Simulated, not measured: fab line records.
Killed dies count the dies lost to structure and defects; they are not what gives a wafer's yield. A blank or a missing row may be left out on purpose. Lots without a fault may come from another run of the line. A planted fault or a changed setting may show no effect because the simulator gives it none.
Struck lot and sound lot, side by side    flow n5_finfet    26 steps out of a route of 1938
Sound: wafers L857.1, L857.2, L857.4. Wafers struck: L858.1, L858.4, L858.5. The cause is given at the end.
Per side, at each step with rows, come the tool, then ch with its chambers, and then its first start. Under that, the readings that differ: sound wafers    struck wafers    difference of the means    sigmas: that difference in standard deviations of wafers without a fault.
alike: same words and numbers on both sides, and readings whose means sit less than 2 such deviations apart. not compared: any withheld reading, any reading some wafer has no value for, any bound like >300 that may hide the same value, and any number with overlapping values for which the record gives no deviation.
The two part at a step that has a row with sigmas, a row that says differs or no value, or rows on one side only. Numbers that don't overlap but have no deviation are shown without sigmas and don't part them. Lack of a reading on every wafer of one side parts them only where that side has two or more wafers.

N5_BEOL_M13_SPUTTER_44: material Ta, target thk 10 nm, time 16.13 s.
  struck on pvd_sputter-03, day 14 20:56; sound on pvd_sputter-02, day 12 01:25
  alike: throttle_valve_pct
then, 3 steps without rows for these wafers: N5_BEOL_M13_SPUTTER_45 (material Cu, target thk 80 nm, time 13.33 s); N5_BEOL_M13_ECD_47 (material Cu, target thk 936 nm); N5_BEOL_M13_ANNEAL_48 (time 90 s).
N5_BEOL_M13_CMP_49: polishes, stops on SiOC, t overpolish 17.1 s, target thk 420 nm.
  sound on cmp-03 ch 1,2,3, day 12 02:36; struck on cmp-04 ch 0,2,3, day 14 22:14
  alike: barrier_field_endpoint_s, clearing_platen_down_force_psi, motor_current_A, overpolish_run_s, slurry_flow_ml_min
N5_BEOL_M13_THK_MEAS_50: measures by xrf.
  struck on film_metro-02, day 14 22:32; sound on film_metro-01, day 12 02:53
  alike: M13_THK
then, 2 steps without rows for these wafers: N5_BEOL_M13_PRE_CLEAN_52 (time 15 s); N5_BEOL_M13_DEP_53 (deposits SiCN from 3MS/NH3, target thk 50 nm, time 17.8 s).
N5_BEOL_M13_RS_MEAS_54: measurement is done with a four-point probe.
  struck on film_metro-01, day 14 22:40; sound on film_metro-01, day 12 03:03
  alike: M13_RS
N5_BEOL_M13_INSPECT_55: inspects for defects (darkfield).
  struck on defect_inspect-02, day 14 22:41; sound on defect_inspect-01, day 12 03:05
  alike: raw_defect_count
N5_BEOL_M14_ILD_DEP_00: deposits SiO2 from TEOS/O2, target thk 1119.3 nm, time 237.4 s.
  sound on pecvd-01 ch 0,2, day 12 03:07; struck on pecvd-01 ch 0,2, day 14 22:43
  alike: heater_power_w, showerhead_plenum_p_Torr, throttle_valve_pct
N5_BEOL_M14_THK_MEAS_01:
  struck on film_metro-02, day 14 22:55; sound on film_metro-02, day 12 03:18
  alike: M14_ILD_THK
N5_BEOL_M14_COAT_58: time 60 s, resist thk 89 nm.
  sound on litho_track-02 ch 0, day 12 03:20; struck on litho_track-01 ch 0, day 14 22:56
reading                                     sound                 struck                difference  sigmas
spin_speed_rpm (rpm)                        1499.7 1498.9 1500.0  1666.8 1667.1 1670.7  +168.7      +99 or more
model.BARC_of_BEOL_M14_COAT_58.thk_nm (nm)  89.4 89.2 89.4        84.2 84.4 84.4        -5.0        
then, 7 steps without rows for these wafers: N5_BEOL_M14_COAT_04 (resist thk 800 nm); N5_BEOL_M14_EBR_06; N5_BEOL_M14_SOFTBAKE_05 (time 60 s); N5_BEOL_M14_EXPOSE_07 (exposes mask V13); N5_BEOL_M14_PEB_08 (peb time 90 s); N5_BEOL_M14_DEVELOP_09 (develop time 45 s); N5_BEOL_M14_HARDBAKE_14 (time 120 s).
N5_BEOL_M14_CD_MEAS_10: the cd target is 250 nm.
  sound on cd_sem-02 ch 0, day 12 03:37; struck on cd_sem-01 ch 0, day 14 23:20
  alike: cd_nm
N5_BEOL_M14_OVL_MEAS_11:
  sound on overlay-02 ch 0, day 12 03:38; struck on overlay-02 ch 0, day 14 23:22
reading       sound   struck     difference  sigmas
V13_OVL (nm)  3 10 5  -4 -10 -7  -13         -2
N5_BEOL_M14_INSPECT_12: inspects for defects (macro).
  struck on defect_inspect-01, day 14 23:24; sound on defect_inspect-02, day 12 03:40
  alike: raw_defect_count
N5_BEOL_M14_DESCUM_15: chemistry O2, time 7.9 s.
  sound on rie_diel-02 ch 0,1,3, day 12 04:04; struck on rie_diel-01 ch 0,1,2, day 14 23:26
  alike: drypump_motor_current_A, oes_product_au, rf_vpp_V, showerhead_plenum_p_Torr, throttle_valve_pct
  not compared: rf_hours_counter_h
N5_BEOL_M14_ETCH_59: etches BARC in N2/H2, target depth 89 nm, overetch 26.7 nm, time 67.9 s.
  sound on rie_diel-02 ch 0,1,3, day 12 04:07; struck on rie_diel-01 ch 0,1,2, day 14 23:28
reading                   sound              struck             difference  sigmas
model.etch.depth_nm (nm)  89.36 89.28 89.47  84.26 84.37 84.43  -5.02       
  alike: drypump_motor_current_A, h2_flow_sccm, oes_product_au, rf_vpp_V, showerhead_plenum_p_Torr, throttle_valve_pct
  not compared: rf_hours_counter_h
N5_BEOL_M14_VIA_ETCH_16: etches SiO2 in C4F8/O2/Ar, target depth 1231.3 nm.
  sound on rie_diel-02 ch 0,1,3, day 12 04:10; struck on rie_diel-01 ch 0,1,2, day 14 23:31
  alike: drypump_motor_current_A, oes_f_703_au, oes_product_au, rf_vpp_V, showerhead_plenum_p_Torr, throttle_valve_pct

== WHERE THEY PART ==
At N5_BEOL_M14_COAT_58 first; at N5_BEOL_M14_OVL_MEAS_11 last (within this record only). Later steps at which nothing parts them and some readings are alike: N5_BEOL_M14_INSPECT_12, N5_BEOL_M14_DESCUM_15, N5_BEOL_M14_ETCH_59, N5_BEOL_M14_VIA_ETCH_16.

WHY: what had been put in by the simulator
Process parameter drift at N5_BEOL_M14_COAT_58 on litho_track-01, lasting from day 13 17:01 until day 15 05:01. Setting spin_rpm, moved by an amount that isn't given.
